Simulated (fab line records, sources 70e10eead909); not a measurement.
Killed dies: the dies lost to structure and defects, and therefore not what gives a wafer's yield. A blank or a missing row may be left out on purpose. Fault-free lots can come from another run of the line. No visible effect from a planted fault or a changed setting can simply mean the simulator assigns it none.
8D (eight disciplines) problem report, filled in by code	flow nand_harc	the parts of the form that need people (team, actions taken, sign-off) are left out

## 1. THE ISSUE
Wafers without a fault read 499.5 nm, standard deviation 1.2; cd_nm at NHARC_P_BONDPAD_CD_MEAS_09 reads a mean of 511.6 nm on 6 wafers belonging to 2 lots. That puts it +10 standard deviations away from the usual mean.
The step: target cd 500 nm.
Earliest sighting: wafer L182.1 on cd_sem-02 at day 10 15:01. The record has a number at this step for 33 wafers belonging to 11 lots. By rule, "out" or "out of limits" means more than 4 standard deviations away from the usual mean. The rest of the wafers with a number are treated as sound.

## 2. WHAT THIS IS AND IS NOT
question	is	is not
which readings at this step	cd_nm	-
which lots	L182, L187	L167, L168, L169, L171, L175, L176, L181, L183, L184
which wafers of those lots	all that have a number	-
read on which gauges	cd_sem-01, cd_sem-02	cd_sem-03
when	from day 10 15:01	up to then (21 sound wafers); but 6 sound wafers of L183, L184 came after

## 3. SUSPECTS, AND WHAT RULES EACH OUT
Counting: a tool at any process step up to the reading remains a suspect when it ran all the lots that are out and ran no sound lot after the first of those.
- the gauge at NHARC_P_BONDPAD_CD_MEAS_09 is ruled out. The wafers that are out were read on 2 gauges (cd_sem-01, cd_sem-02).
- pecvd-03 at NHARC_P_M2_DEP_33 (deposits SiCN, target thk 30 nm): kept. It processed each lot that is out, first L182 at day 10 13:14, and no sound lot thereafter; up to then, the last sound lot it processed was L175 at day 8 18:38.
- krf_scanner-03 at NHARC_P_BONDPAD_EXPOSE_06 (exposes mask P BPAD): kept. It processed each lot that is out, first L182 at day 10 14:52, and no sound lot thereafter; up to then, the last sound lot it processed was L181 at day 10 02:04. Out on those wafers are its own readings of exposure_dose_mJ_cm2.
Remaining after the count are pecvd-03 at NHARC_P_M2_DEP_33 and krf_scanner-03 at NHARC_P_BONDPAD_EXPOSE_06.

## 4. THE CAUSE (what the simulator had put in)
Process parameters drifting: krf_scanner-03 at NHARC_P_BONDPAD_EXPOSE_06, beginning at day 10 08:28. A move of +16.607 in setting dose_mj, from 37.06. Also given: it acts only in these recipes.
Counting left 2 suspects, and this tool is among them.

## 5. THE CHAIN OF EFFECTS, in route order
One row per reading whose mean, taken over the struck wafers that have a number, lies over 3 standard deviations from the usual. Only readings whose record carries a usual standard deviation are examined. hours: median over the lots of the time between each lot's start at the first step of this table that gives one and its start at this step. sigmas: the change, counted in usual standard deviations.
hours	step	reading	usual	on struck wafers	change	sigmas
0	NHARC_P_BONDPAD_EXPOSE_06	exposure_dose_mJ_cm2	37.05	51.99	+14.94	+99 or more
0	NHARC_P_BONDPAD_CD_MEAS_09	cd_nm	499.5 nm	511.6	+12.1	+10
It contains these process steps:
- NHARC_P_BONDPAD_EXPOSE_06: exposes mask P BPAD.
At these later measuring or inspecting steps, every struck wafer for which the step has a row has a number for every such reading, and none has moved that far: NHARC_END_SORT_01.

## 6. HOW IT WOULD HAVE BEEN CAUGHT EARLIER
Counted from the fault's start at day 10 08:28, it took 7 hours until the first out-of-limits reading at a measuring or inspecting step in this record, taken at day 10 15:01.
Tool's own readings at NHARC_P_BONDPAD_EXPOSE_06, exposure_dose_mJ_cm2: out on all struck wafers the step has rows for; an alarm limit on them would have tripped on the first.
Of the lots that are out (2), L187 began NHARC_P_BONDPAD_EXPOSE_06 on krf_scanner-03 after day 10 15:01. Holding the tool at that time would have saved it.
